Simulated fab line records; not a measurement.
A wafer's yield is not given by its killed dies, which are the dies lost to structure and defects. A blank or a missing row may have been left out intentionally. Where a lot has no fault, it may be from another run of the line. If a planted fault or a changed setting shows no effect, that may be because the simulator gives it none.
fab line records	flow n5-finfet
record lots=9	wafers=27	last-day=18
route steps=1938 shown SD_EPI_N@279 SD_EPI_P@321 SD_ACTIVATION@331 ILD0@335 BEOL_M4@1111 PASSIVATION@1936
lots untouched by any fault: they come from a run of this same line in which no faults occurred
start-h: hours from the record's first day to the start of the lot's first wafer shown	wait-h: hours from the lot's prior step to this one	" same as the row above	L1.1+2: one row covering several wafers at once	- no value, or no start was given	* or withheld: withheld	< > ~ a bound
route shown NAME@n: a module of which the file shows steps, and the number in the route of the first	usual: mean/standard deviation of fault-free wafers	same: alike in all rows	chamber/n: place in a boat	sites: readings site by site	_std_site: the standard deviation of these	_edge_site: the outer-site mean with the inner-site mean subtracted	radius-mm: how far each site lies from the wafer's centre	mask NAME#n: copy n	behind: the most recent tool/chamber to have shaped the wafer	hold: what put the lot on hold/how long, in hours/how the hold closed	device: which transistor (n, p or np) failed to switch	end of line: the same wafers' tests at the end of the route	a step without rows: its recipe alone	killed: the dies lost at the first sort to structure and to defects; this is not the yield of the wafer	map: a wafer's dies, x killed, . not, _ none there
set.NAME: setting as actually run; set.NAME@STEP: the setting as run at that earlier step	model.NAME: the simulator's own value behind a step, which no gauge read
the route's steps for a sample of lots (tables are steps, rows are wafers)
services: the hour from which a tool's chamber was out of use, counted from the record's first day as start-h (under 0 if before that day), plus the number of hours and why
## steps
# step N5_SD_EPI_N_ETCH_16
# recipe chemistry=CHF3/O2	target=SiO2	target-depth-a=50	mask-material=SOC	pressure-mtorr=30	source-w=650	bias-w=170	Ar_flow_sccm=200	CHF3_flow_sccm=50	O2_flow_sccm=5	ion-energy-ev=200
# usual drypump-motor-current-A=5.5/0.42	oes-product-au=0.78/0.097	rf-vpp-V=521/17	showerhead-plenum-p-Torr=2.42/0.086	throttle-valve-pct=19.00/0.28
lot.wafer	tool	chamber	start-h	wait-h	drypump-motor-current-A	oes-product-au	rf-hours-counter-h	rf-vpp-V	showerhead-plenum-p-Torr	throttle-valve-pct
L104.1	rie-diel-01	0	67.22	0.1	5.8	0.67	219	519	2.50	19.31
L104.4	"	1	"	"	5.0	0.72	180	499	2.50	19.19
L104.5	"	3	"	"	5.6	0.84	-	532	2.45	18.62
L105.1	rie-diel-01	0	74.28	0.1	5.8	0.68	222	518	2.50	19.32
L105.3	"	1	"	"	5.1	0.71	183	500	2.50	19.18
L105.5	"	0	"	"	5.8	0.67	-	519	2.50	19.32
L106.2	rie-diel-01	2	83.09	0.1	5.9	0.72	224	510	2.29	19.38
L106.3	"	0	"	"	5.8	0.67	225	518	2.49	19.33
L106.6	"	3	"	"	5.6	0.82	-	531	2.45	18.65
L111.2	rie-diel-03	0	112.05	0.1	5.5	0.73	165	521	2.32	19.37
L111.4	"	2	"	"	6.0	0.93	-	539	2.57	18.63
L111.5	"	0	"	"	5.5	0.74	-	521	2.32	19.37
L113.1	rie-diel-05	3	123.60	0.1	6.3	0.99	2	541	2.40	18.52
L113.3	"	1	"	"	5.6	0.81	96	554	2.33	18.89
L113.4	"	2	"	"	5.7	0.68	211	504	2.36	18.96
L115.3	rie-diel-01	3	133.49	0.1	5.6	0.81	90	531	2.44	18.66
L115.4	"	1	"	"	5.1	0.71	203	502	2.49	19.25
L115.5	"	1	"	"	5.1	0.71	-	502	2.49	19.23
L120.3	rie-diel-01	0	166.49	0.1	5.8	0.98	3	518	2.48	18.93
L120.4	"	3	"	"	5.6	0.78	-	533	2.43	18.68
L120.6	"	1	"	"	5.0	0.69	-	500	2.48	19.26
L121.3	rie-diel-03	0	171.30	0.1	5.5	0.73	180	520	2.31	19.39
L121.4	"	2	"	"	6.0	0.91	-	538	2.57	18.69
L121.5	"	3	"	"	5.4	0.80	-	544	2.53	18.81
L123.2	rie-diel-01	0	183.11	0.1	5.8	0.93	12	518	2.48	18.94
L123.3	"	1	"	"	5.0	0.68	226	501	2.48	19.27
L123.4	"	1	"	"	5.0	0.68	-	500	2.48	19.26
# step N5_SD_EPI_P_EPI_21
# recipe material=SiGe:B	dopant=B	temp-c=550	pressure-torr=20	ambient=H2	time-s=355
# usual chamber-pressure-Torr=20.00/0.041
lot.wafer	tool	chamber	start-h	wait-h	chamber-pressure-Torr
L104.1	epi-rpcvd-01	0	72.41	0.1	19.98
L104.4	"	0	73.49	1.1	19.95
L104.5	"	0	"	"	19.98
L105.1	epi-rpcvd-03	0	79.74	0.1	20.01
L105.3	"	0	"	"	19.93
L105.5	"	0	"	"	20.01
L106.2	epi-rpcvd-01	0	88.54	0.5	19.99
L106.3	"	0	"	"	19.95
L106.6	"	0	89.98	1.8	19.90
L111.2	epi-rpcvd-01	0	121.07	0.6	25.94
L111.4	"	0	"	"	25.87
L111.5	"	0	"	"	25.89
L113.1	epi-rpcvd-01	0	131.00	0.2	25.91
L113.3	"	0	"	"	25.94
L113.4	"	0	"	"	25.91
L115.3	epi-rpcvd-03	0	140.02	0.8	20.02
L115.4	"	0	"	"	20.02
L115.5	"	0	"	"	20.01
L120.3	epi-rpcvd-03	0	173.11	0.8	20.03
L120.4	"	0	"	"	19.94
L120.6	"	0	"	"	19.96
L121.3	epi-rpcvd-02	0	177.19	0.8	19.93
L121.4	"	0	"	"	19.93
L121.5	"	0	"	"	19.95
L123.2	epi-rpcvd-02	0	188.72	0.5	19.96
L123.3	"	0	"	"	19.98
L123.4	"	0	"	"	19.94
# step N5_SD_EPI_P_EPI_MEAS_23
# recipe mode=xrd
# usual thk-nm=61.0/1.2
lot.wafer	tool	chamber	start-h	wait-h	thk-nm
L104.1	film-metro-02	-	74.61	1.8	60.6
L104.4	"	-	"	"	62.2
L104.5	"	-	"	"	61.7
L105.1	film-metro-02	-	81.93	1.8	60.3
L105.3	"	-	"	"	60.4
L105.5	"	-	"	"	63.3
L106.2	film-metro-02	-	90.37	1.5	60.3
L106.3	"	-	"	"	60.3
L106.6	"	-	"	"	59.4
L111.2	film-metro-01	-	123.53	2.0	67.2
L111.4	"	-	"	"	68.6
L111.5	"	-	"	"	68.4
L113.1	film-metro-02	-	133.91	2.4	68.3
L113.3	"	-	"	"	68.0
L113.4	"	-	"	"	65.1
L115.3	film-metro-02	-	141.50	1.1	61.1
L115.4	"	-	"	"	60.6
L115.5	"	-	"	"	60.3
L120.3	film-metro-02	-	174.59	1.1	61.1
L120.4	"	-	"	"	60.4
L120.6	"	-	"	"	61.6
L121.3	film-metro-01	-	178.67	1.1	62.4
L121.4	"	-	"	"	61.3
L121.5	"	-	"	"	60.5
L123.2	film-metro-02	-	190.55	1.5	60.4
L123.3	"	-	"	"	62.2
L123.4	"	-	"	"	61.3
# step N5_SD_ACTIVATION_LSA_01
# recipe temp-c=1080	time-s=0.0008	ambient=N2
# usual wafer_temp_C_max=1085.1/1
lot.wafer	tool	chamber	start-h	wait-h	wafer_temp_C_max
L104.1	laser-anneal-01	0	75.02	0.2	1084.8
L104.4	"	0	"	"	1085.2
L104.5	"	0	"	"	1083.8
L105.1	laser-anneal-02	0	82.43	0.2	1084.5
L105.3	"	0	"	"	1086.1
L105.5	"	0	"	"	1085.0
L106.2	laser-anneal-01	0	90.81	0.2	1085.1
L106.3	"	0	"	"	1085.2
L106.6	"	0	"	"	1084.8
L111.2	laser-anneal-01	0	124.03	0.2	1083.8
L111.4	"	0	"	"	1083.7
L111.5	"	0	"	"	1083.7
L113.1	laser-anneal-01	0	134.32	0.2	1084.8
L113.3	"	0	"	"	1084.4
L113.4	"	0	"	"	1084.4
L115.3	laser-anneal-01	0	141.96	0.2	1084.0
L115.4	"	0	"	"	1084.5
L115.5	"	0	"	"	1083.8
L120.3	laser-anneal-02	0	175.05	0.2	1085.3
L120.4	"	0	"	"	1085.7
L120.6	"	0	"	"	1086.8
L121.3	laser-anneal-01	0	179.13	0.2	1086.0
L121.4	"	0	"	"	1085.3
L121.5	"	0	"	"	1085.6
L123.2	laser-anneal-01	0	190.99	0.2	1084.2
L123.3	"	0	"	"	1086.4
L123.4	"	0	"	"	1089.2
# step N5_SD_ACTIVATION_RS_MEAS_03
# recipe thk-meas-gauge=four-point-probe
# usual RS_SD_N=21.89/0.28	RS_SD_P=56.2/0.9
lot.wafer	tool	chamber	start-h	wait-h	RS_SD_N[ohm/sq]	RS_SD_P[ohm/sq]
L104.1	film-metro-02	-	75.23	0.2	21.91	58.0
L104.4	"	-	"	"	22.00	57.5
L104.5	"	-	"	"	22.28	57.2
L105.1	film-metro-02	-	82.63	0.2	21.81	55.7
L105.3	"	-	"	"	22.14	55.5
L105.5	"	-	"	"	22.46	54.6
L106.2	film-metro-02	-	91.00	0.2	21.68	56.0
L106.3	"	-	"	"	21.70	55.9
L106.6	"	-	"	"	21.95	56.6
L111.2	film-metro-02	-	124.22	0.2	22.03	48.0
L111.4	"	-	"	"	21.60	47.8
L111.5	"	-	"	"	21.92	47.4
L113.1	film-metro-02	-	134.52	0.2	22.13	46.8
L113.3	"	-	"	"	21.85	47.3
L113.4	"	-	"	"	21.90	47.0
L115.3	film-metro-01	-	142.15	0.2	22.46	56.1
L115.4	"	-	"	"	22.06	56.4
L115.5	"	-	"	"	22.26	56.2
L120.3	film-metro-01	-	175.24	0.2	22.30	55.6
L120.4	"	-	"	"	22.42	55.5
L120.6	"	-	"	"	22.27	55.0
L121.3	film-metro-01	-	179.32	0.2	21.95	55.6
L121.4	"	-	"	"	21.68	54.9
L121.5	"	-	"	"	21.63	56.3
L123.2	film-metro-01	-	191.18	0.2	21.77	56.8
L123.3	"	-	"	"	21.68	55.7
L123.4	"	-	"	"	21.60	56.4
# step N5_ILD0_LINER_00
# recipe material=SiNx	target-thk-a=40	temp-c=400	ald-precursor-family=SiH2I2	ald-co-reactant=N2/H2-plasma	pulse-time-s=1	purge-time-s=2	co-reactant-purge-time-s=2	ald-cycles=80	pressure-torr=2
# usual heater-power-w=860/70	precursor-pulse-height-rel=1.000/0.022
lot.wafer	tool	chamber	start-h	wait-h	heater-power-w	precursor-pulse-height-rel
L104.1	ald-sin-01	1	75.59	0.0	867	0.993
L104.4	"	2	"	"	828	1.012
L104.5	"	1	"	"	883	0.989
L105.1	ald-sin-01	1	82.99	0.0	880	0.968
L105.3	"	2	"	"	814	1.025
L105.5	"	3	"	"	836	1.010
L106.2	ald-sin-01	0	91.76	0.5	932	0.988
L106.3	"	3	"	"	835	1.010
L106.6	"	3	"	"	821	0.988
L111.2	ald-sin-01	0	124.56	0.0	934	0.981
L111.4	"	1	"	"	882	0.985
L111.5	"	2	"	"	841	1.030
L113.1	ald-sin-01	1	135.46	0.6	886	1.035
L113.3	"	3	"	"	844	1.020
L113.4	"	2	"	"	849	0.965
L115.3	ald-sin-01	1	142.47	0.0	900	0.972
L115.4	"	3	"	"	838	0.985
L115.5	"	1	"	"	895	1.015
L120.3	ald-sin-04	0	175.56	0.0	824	1.006
L120.4	"	3	"	"	717	1.029
L120.6	"	2	"	"	899	1.001
L121.3	ald-sin-03	0	181.14	1.5	1034	1.027
L121.4	"	1	"	"	847	1.010
L121.5	"	3	"	"	864	1.008
L123.2	ald-sin-01	3	191.52	0.0	845	0.998
L123.3	"	0	"	"	917	1.024
L123.4	"	1	"	"	895	0.987
# step N5_BEOL_M4_RC_MEAS_101
# usual DIBL_N=37.5/2.5	DIBL_P=38/3.1	IOFF_N=0.19/0.059	IOFF_P=0.24/0.061	ION_N=679/16	ION_P=465/9.8	REXT_P=101.0/2.9	RS_SD_P=66.1/0.96	SS_N=72.0/0.8	SS_P=73.7/0.86	VT_N=248/4.5	VT_P=-249/3.5
lot.wafer	tool	chamber	start-h	wait-h	DIBL_N[mV/V]	DIBL_P[mV/V]	IOFF_N[nA/um]	IOFF_P[nA/um]	ION_N[uA/um]	ION_P[uA/um]	REXT_P[ohm.um]	RS_SD_P[ohm/sq]	SS_N[mV/dec]	SS_P[mV/dec]	VT_N[mV]	VT_P[mV]
L104.1	prober-01	0	188.43	0.0	35.7	36	0.15	0.19	673	458	107.8	67.6	71.9	72.4	253	-250
L104.4	"	0	"	"	33.3	34	0.11	0.17	651	455	107.1	66.6	70.6	71.8	255	-253
L104.5	"	0	"	"	37.1	38	0.18	0.24	669	461	106.4	66.3	71.6	73.8	248	-249
L105.1	prober-02	0	188.58	0.0	37.5	38	0.19	0.24	679	463	102.4	65.4	71.3	73.4	249	-248
L105.3	"	0	"	"	41.0	43	0.31	0.37	711	480	104.1	65.6	72.8	75.0	238	-242
L105.5	"	0	"	"	37.7	38	0.18	0.25	683	469	103.3	64.4	72.1	73.4	248	-247
L106.2	prober-02	0	191.94	0.2	31.0	28	0.08	0.12	644	452	99.5	66.4	70.6	70.8	259	-255
L106.3	"	0	"	"	33.5	33	0.12	0.18	679	467	99.0	66.5	69.8	72.5	253	-251
L106.6	"	0	"	"	33.7	35	0.13	0.19	672	462	100.8	66.2	70.2	73.0	250	-250
L111.2	prober-01	0	251.57	0.2	39.7	42	0.30	0.42	716	495	93.6	56.4	72.8	74.5	239	-236
L111.4	"	0	"	"	33.7	34	0.13	0.22	670	472	94.5	56.3	72.0	73.1	252	-247
L111.5	"	0	"	"	36.6	39	0.21	0.33	701	496	94.0	55.5	71.9	74.5	241	-241
L113.1	prober-02	0	253.23	0.0	35.6	36	0.15	0.19	660	458	92.6	55.3	71.4	73.4	250	-251
L113.3	"	0	"	"	34.5	35	0.14	0.19	672	463	92.1	56.0	71.0	72.7	248	-252
L113.4	"	0	"	"	37.2	39	0.18	0.26	678	461	91.1	55.9	71.9	74.1	246	-247
L115.3	prober-02	0	259.21	0.3	35.8	36	0.13	0.21	659	465	101.2	65.7	71.9	73.3	256	-249
L115.4	"	0	"	"	36.5	37	0.14	0.21	658	455	104.7	66.1	71.5	73.3	252	-250
L115.5	"	0	"	"	38.3	38	0.19	0.27	682	471	102.7	65.6	72.0	74.3	248	-248
L120.3	prober-02	0	288.15	0.3	37.6	37	0.19	0.24	683	463	96.1	65.8	72.1	73.9	249	-249
L120.4	"	0	"	"	35.7	34	0.16	0.21	667	462	94.9	64.3	71.5	73.3	249	-250
L120.6	"	0	"	"	37.4	36	0.20	0.24	685	466	95.7	64.2	72.0	73.8	244	-250
L121.3	prober-02	0	310.66	0.3	40.5	38	0.23	0.26	684	465	101.2	65.3	72.7	73.8	246	-249
L121.4	"	0	"	"	38.6	36	0.17	0.22	662	460	99.7	65.9	73.0	73.4	250	-249
L121.5	"	0	"	"	39.9	38	0.21	0.25	687	466	101.1	66.4	71.8	74.0	250	-248
L123.2	prober-02	0	312.12	0.2	37.5	39	0.18	0.22	679	466	100.1	66.4	72.5	73.7	251	-252
L123.3	"	0	"	"	34.7	35	0.13	0.17	673	459	99.5	65.3	71.5	73.4	254	-252
L123.4	"	0	"	"	37.5	40	0.19	0.26	677	463	98.3	66.9	72.1	74.5	248	-249
# step N5_PASSIVATION_PROBE_49
# usual defect-limited-yield=91.0/1.4	killed_at_M0_to_M3=35/10	killed_at_M4_up=14/5.5	killed-at-contacts=13/5.6	killed-at-front-end=41/11	killed-at-other=4/3.4	killed-dies=106/16	killed-open=68/12	killed-short=35/7.3	sort_bin_4_leakage=0.3/2.1	sort_bin_5_function=5.3/0.89	sort_bin_6_memory=3.4/0.67	sort_bin_8_speed=0.01/0.11	sort-n-pass=1070/28	sort-yield-pct=90.7/2.4
# same gross-dies=1180	killed-at-back-side=0
lot.wafer	tool	chamber	start-h	wait-h	defect-limited-yield[%]	killed_at_M0_to_M3	killed_at_M4_up	killed-at-contacts	killed-at-front-end	killed-at-other	killed-dies	killed-open	killed-short	sort_bin_4_leakage[%]	sort_bin_5_function[%]	sort_bin_6_memory[%]	sort_bin_8_speed[%]	sort-n-pass	sort-yield-pct[%]
L105.1	prober-02	-	304.63	0.0	91.4	34	18	24	25	1	102	65	34	0	5.2	3.3	0	1078	91.4
L105.3	prober-02	-	304.73	0.1	91.0	38	11	14	35	8	106	68	37	0.3	5.0	3.4	0	1071	90.8
L105.5	prober-02	-	304.83	0.2	90.8	40	16	9	43	0	108	78	28	0	6.2	3.0	0	1072	90.8
L113.1	prober-02	-	376.48	0.0	90.9	43	8	8	47	1	107	77	27	0	5.0	3.9	0	1073	90.9
L113.3	prober-02	-	376.58	0.1	93.9	20	8	19	22	3	72	56	14	0	3.6	2.3	0	1108	93.9
L113.4	prober-02	-	376.63	0.2	92.1	32	8	13	40	0	93	62	29	0	4.7	3.1	0	1087	92.1
L121.3	prober-02	-	411.54	0.1	90.4	27	7	14	63	2	113	63	40	0	5.3	3.3	0	1067	90.4
L121.4	prober-02	-	411.59	0.2	91.4	35	13	21	32	1	102	61	40	0	4.7	3.5	0	1078	91.4
L121.5	prober-02	-	411.64	0.2	89.4	38	20	22	39	6	125	80	43	0	6.0	4.0	0	1055	89.4
L123.2	prober-01	-	424.46	0.1	92.7	26	7	12	40	1	86	54	30	0	4.4	2.6	0	1094	92.7
L123.3	prober-01	-	424.51	0.1	92.9	32	15	7	30	0	84	49	29	0	4.3	2.2	0	1096	92.9
L123.4	prober-01	-	424.56	0.2	92.5	30	14	7	33	4	88	57	31	0	3.7	3.5	0	1092	92.5
# killed by level:class
L105.1 MOL_CONTACT_COAG:geometric-particle:open=19 BEOL_M0_SAQP:geometric-particle:open=7 BEOL_M0_SAQP:geometric-particle:short=7 STI_FIN_REVEAL:geometric-particle:open=6 BEOL_M2:geometric-particle:open=6 BEOL_M4:geometric-particle:open=6 FIN_SAQP:geometric-particle:short=5 FIN_SAQP:geometric-particle:open=4
L105.3 MOL_CONTACT_COAG:geometric-particle:open=11 BEOL_M2:geometric-particle:open=11 FIN_SAQP:geometric-particle:short=9 BEOL_M0_SAQP:geometric-particle:open=8 STI_FIN_REVEAL:geometric-particle:open=7 BEOL_M1:geometric-particle:open=7 BEOL_M2:geometric-particle:short=6 GATE_CUT:geometric-particle:short=5
L105.5 BEOL_M1:geometric-particle:open=14 BEOL_M4:geometric-particle:open=10 MOL_CONTACT_COAG:geometric-particle:open=8 STARTING-WAFER:geometric-particle:open=8 BEOL_M2:geometric-particle:open=8 FIN_SAQP:geometric-particle:open=7 FIN_SAQP:geometric-particle:short=6 STI_FIN_REVEAL:geometric-particle:open=6
L113.1 STI_FIN_REVEAL:geometric-particle:open=19 BEOL_M3:geometric-particle:open=12 BEOL_M2:geometric-particle:open=11 BEOL_M1:geometric-particle:open=8 MOL_CONTACT_COAG:geometric-particle:open=5 STI_FIN_REVEAL:geometric-particle:short=4 GATE_CUT:geometric-particle:short=4 FIN_SAQP:geometric-particle:short=3
L113.3 MOL_CONTACT_COAG:geometric-particle:open=16 STI_FIN_REVEAL:geometric-particle:open=7 BEOL_M1:geometric-particle:open=5 BEOL_M0_SAQP:geometric-particle:open=4 BEOL_M0:geometric-particle:open=4 BEOL_M3:geometric-particle:open=4 FIN_SAQP:geometric-particle:open=3 BEOL_M0_SAQP:geometric-particle:short=3
L113.4 BEOL_M1:geometric-particle:open=15 FIN_SAQP:geometric-particle:open=14 FIN_SAQP:geometric-particle:short=10 MOL_CONTACT_COAG:geometric-particle:open=7 BEOL_M0_SAQP:geometric-particle:short=7 STI_FIN_REVEAL:geometric-particle:open=5 MOL_CONTACT_COAG:geometric-particle:short=4 GATE_CUT:geometric-particle:short=3
L121.3 FIN_SAQP:geometric-particle:short=18 MOL_CONTACT_COAG:geometric-particle:open=12 BEOL_M3:geometric-particle:open=8 FIN_SAQP:geometric-particle:open=7 STI_FIN_REVEAL:geometric-particle:open=7 HKMG_FIN:area-etch=7 DUMMY_GATE:geometric-particle:open=6 BEOL_M0_SAQP:geometric-particle:open=6
L121.4 MOL_CONTACT_COAG:geometric-particle:open=17 FIN_SAQP:geometric-particle:short=14 BEOL_M1:geometric-particle:open=9 BEOL_M3:geometric-particle:open=9 FIN_SAQP:geometric-particle:open=7 BEOL_M0_SAQP:geometric-particle:short=6 BEOL_M4:geometric-particle:short=5 BEOL_M4:geometric-particle:open=5
L121.5 MOL_CONTACT_COAG:geometric-particle:open=15 BEOL_M4:geometric-particle:open=14 FIN_SAQP:geometric-particle:short=12 BEOL_M1:geometric-particle:open=10 BEOL_M3:geometric-particle:open=8 STI_FIN_REVEAL:geometric-particle:open=7 MOL_CONTACT_COAG:geometric-particle:short=7 BEOL_M2:geometric-particle:open=5
L123.2 MOL_CONTACT_COAG:geometric-particle:open=8 BEOL_M3:geometric-particle:open=8 FIN_SAQP:geometric-particle:open=6 FIN_SAQP:geometric-particle:short=6 STI_FIN_REVEAL:geometric-particle:open=6 BEOL_M0_SAQP:geometric-particle:open=6 BEOL_M0_SAQP:geometric-particle:short=6 GATE_CUT:geometric-particle:open=5
L123.3 BEOL_M0_SAQP:geometric-particle:short=10 ILD0:geometric-particle:open=6 MOL_CONTACT_COAG:geometric-particle:open=6 BEOL_M0_SAQP:geometric-particle:open=5 FIN_SAQP:geometric-particle:short=4 BEOL_M1:geometric-particle:open=4 BEOL_M3:geometric-particle:open=4 STI_FIN_REVEAL:geometric-particle:open=3
L123.4 BEOL_M3:geometric-particle:open=7 STI_FIN_REVEAL:geometric-particle:open=6 BEOL_M4:geometric-particle:open=6 BEOL_M0_SAQP:geometric-particle:short=5 BEOL_M5:geometric-particle:open=5 FIN_SAQP:geometric-particle:open=4 GATE_CUT:geometric-particle:short=4 MOL_CONTACT_COAG:geometric-particle:open=4
## services
tool	chamber	start-h	hours	kind
rie-diel-01	-	51.33	2.8	pm
epi-rpcvd-01	-	54.62	4.3	pm
laser-anneal-01	-	57.12	3.0	repair
rie-diel-03	-	57.49	2.8	pm
laser-anneal-02	-	67.85	1.2	repair
laser-anneal-01	-	77.38	2.7	repair
rie-diel-05	2	79.97	7.6	repair
ald-sin-03	-	86.14	14.0	pm
epi-rpcvd-02	-	89.15	2.8	pm
rie-diel-01	3	91.95	1.8	repair
laser-anneal-02	-	92.57	7.0	pm
rie-diel-03	3	102.94	20.2	repair
rie-diel-03	2	110.03	1.3	repair
rie-diel-03	-	114.49	14.6	pm
rie-diel-01	3	120.80	2.2	repair
rie-diel-01	1	123.00	5.2	repair
rie-diel-01	0	141.30	-	clean
rie-diel-01	0	141.30	-	consumable-replace:focus-ring
ald-sin-03	-	142.68	6.1	pm
rie-diel-03	0	167.94	1.8	repair
laser-anneal-01	-	169.94	2.2	pm
ald-sin-01	3	170.45	13.0	repair
ald-sin-04	-	176.75	14.0	pm
epi-rpcvd-03	-	183.17	1.0	repair
## key
first-sign step=N5_SD_EPI_P_EPI_21	reading=chamber-pressure-Torr	direction=up	sigmas=99+	usual=20.00	struck=25.91
effect step=N5_SD_EPI_P_EPI_MEAS_23	reading=thk-nm	direction=up	sigmas=5.7	usual=*	struck=*
effect step=N5_SD_ACTIVATION_RS_MEAS_03	reading=RS_SD_P	direction=down	sigmas=9.7	usual=56.2	struck=47.4
effect step=N5_BEOL_M4_RC_MEAS_101	reading=RS_SD_P	direction=down	sigmas=11	usual=66.1	struck=55.9
effect step=N5_BEOL_M4_RC_MEAS_101	reading=REXT_P	direction=down	sigmas=2.8	usual=101.0	struck=93.0
met-at N5_SD_EPI_P_EPI_21
struck-lots L111,L113
not-acting-at N5_SD_EPI_N_ETCH_16,N5_SD_ACTIVATION_LSA_01,N5_ILD0_LINER_00
onset-between 88.54 121.07
fault kind=process-parameter-drift	tool=epi-rpcvd-01	chamber=-	onset-h=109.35	steps=N5_SD_EPI_P_EPI_21	channel=pressure-torr	offset=5.8938	shape=step	acts-in=these-recipes-only	stated=20
